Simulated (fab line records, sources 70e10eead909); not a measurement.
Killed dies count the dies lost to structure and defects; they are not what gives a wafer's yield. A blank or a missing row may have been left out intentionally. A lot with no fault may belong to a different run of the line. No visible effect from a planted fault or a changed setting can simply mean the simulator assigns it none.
Matching of chambers	flow nand harc	cmp-01 running NHARC_A_STAIRCASE_CMP_450: 4 sister chambers
The step polishes SiO2, target thk 200 nm. 4 wafers are shown with their chamber, then 11 later ones without.

EACH WAFER AND ITS CHAMBER
wafer	chamber	motor current A (A)
L093.6	2	13.0
L092.2	3	13.3
L092.5	0	11.3
L095.3	1	13.1

WAFERS WHOSE CHAMBER IS MISSING
wafer	motor current A (A)
L095.4	13.5
L095.6	12.5
L095.1	11.6
L095.2	12.7
L095.5	12.3
L096.1	11.7
L096.3	14.2
L096.5	12.7
L097.2	12.7
L097.3	13.5
L097.6	12.2

WHICH CHAMBER EACH ONE RAN IN
wafer	from the rows above	in truth
L095.4	can't be placed: 3 or 1 or 2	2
L095.6	can't be placed: 2 or 1 or 3 or 0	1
L095.1	0	0
L095.2	can't be placed: 2 or 1 or 3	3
L095.5	can't be placed: 2 or 1 or 0 or 3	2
L096.1	can't be placed: 0 or 2 or 1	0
L096.3	can't be placed: 3 or 1 or 2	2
L096.5	can't be placed: 2 or 1 or 3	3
L097.2	can't be placed: 2 or 1 or 3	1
L097.3	can't be placed: 3 or 1 or 2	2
L097.6	can't be placed: 2 or 0 or 1 or 3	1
Correctly placed: 1 of 11. Can't be placed from these rows: 10 (the true chamber is among the candidates in 10). Placed wrongly: 0.
How it was worked out, from the rows above alone: a wafer's distance from a chamber is the root of the sum, over the readings, of the square of ((its reading less the chamber's mean) divided by the reading's scatter). The wafer belongs to the nearest chamber; if the next one is less than 2 further off, it can't be placed. For every chamber, the mean is computed from those of its wafers that are shown. The scatter: root of mean squared gap, hidden wafer to nearest shown wafer, with one shown wafer a chamber.
